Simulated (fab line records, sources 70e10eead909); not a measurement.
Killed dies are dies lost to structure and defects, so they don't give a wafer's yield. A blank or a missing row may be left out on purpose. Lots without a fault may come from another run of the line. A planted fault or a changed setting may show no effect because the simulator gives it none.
Problem report in the 8D (eight disciplines) form, filled by code | flow nand_harc | the parts of the form that need people (team, actions taken, sign-off) are left out

1. THE PROBLEM
cd_nm at NHARC_P_M0_CD_MEAS_09 reads a mean of 95.4 nm on 6 wafers of 2 lots; wafers without a fault read 90.3 nm with a standard deviation of 0.66. That is +7.8 standard deviations from the usual mean.
The step: target cd 90 nm.
First seen on wafer L998.1, day 15 02:28, on cd_sem-01. The record holds 33 wafers of 11 lots with a number at this step. Rule for "out", or "out of limits": more than 4 standard deviations from the usual mean. The other wafers with a number count as sound.

2. WHAT IT IS AND WHAT IT IS NOT
question                    | is                     | is not
which readings at this step | cd_nm                  | -
which lots                  | L998, L999             | L977, L979, L982, L983, L984, L985, L986, L987, L988
which wafers of those lots  | all that have a number | -
read on which gauges        | cd_sem-01, cd_sem-02   | cd_sem-03
when                        | from day 15 02:28      | up to then (27 sound wafers)

3. SUSPECTS, AND WHAT RULES EACH OUT
Counting: a tool at a process step up to the reading stays a suspect if it ran every lot that is out and no sound lot after the first of them.
- the gauge at NHARC_P_M0_CD_MEAS_09: ruled out. The wafers that are out were read on 2 gauges (cd_sem-01, cd_sem-02).
- litho_track-04 at NHARC_P_M0_PEB_07 (peb time 65 s): kept. It ran every lot that is out, first L998 (day 15 02:23), and no sound lot after that; its last sound lot up to then is L987 (day 10 13:26). Its own readings are out on those wafers: heater_power_total_W, plate_temp_C.
Left after counting: litho_track-04 at NHARC_P_M0_PEB_07.

4. THE CAUSE (what the simulator had put in)
Process parameter drift: litho_track-04, from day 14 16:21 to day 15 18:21, at NHARC_P_M0_PEB_07. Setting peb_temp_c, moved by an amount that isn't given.
Counting left only this tool.

5. THE CHAIN OF EFFECTS, in route order
Each row: a reading whose mean over the struck wafers that have a number lies more than 3 standard deviations from the usual. Only readings for which the record gives a usual standard deviation are gone through. hours: the time from each lot's start at the first step in this table that gives one to its start at this step, as a median over the lots. sigmas: the change in usual standard deviations.
hours | step                  | reading              | usual    | on struck wafers | change | sigmas
0     | NHARC_P_M0_PEB_07     | heater_power_total_W | 156.6 W  | 159.4            | +2.8   | +6.7
0     | NHARC_P_M0_PEB_07     | plate_temp_C         | 100.03 C | 101.53           | +1.50  | +12
0     | NHARC_P_M0_CD_MEAS_09 | cd_nm                | 90.3 nm  | 95.4             | +5.1   | +7.8
The process steps in it:
- NHARC_P_M0_PEB_07: peb time 65 s.
Later measuring or inspecting steps at which every struck wafer that the step has a row for has a number for every such reading, and none has moved that far: NHARC_P_M0_INSPECT_11, NHARC_END_SORT_01.

6. WHAT WOULD HAVE CAUGHT IT SOONER
In this record the first reading out of limits at a measuring or inspecting step was taken at day 15 02:28, 10 hours after the fault began at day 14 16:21.
The tool's own readings at NHARC_P_M0_PEB_07 were out on every struck wafer that the step has a row for (heater_power_total_W, plate_temp_C): an alarm limit on them would have fired on the first of those.
Of the lots that are out (2), L999 began NHARC_P_M0_PEB_07 on litho_track-04 after day 15 02:28. A hold on the tool at that time would have spared it.
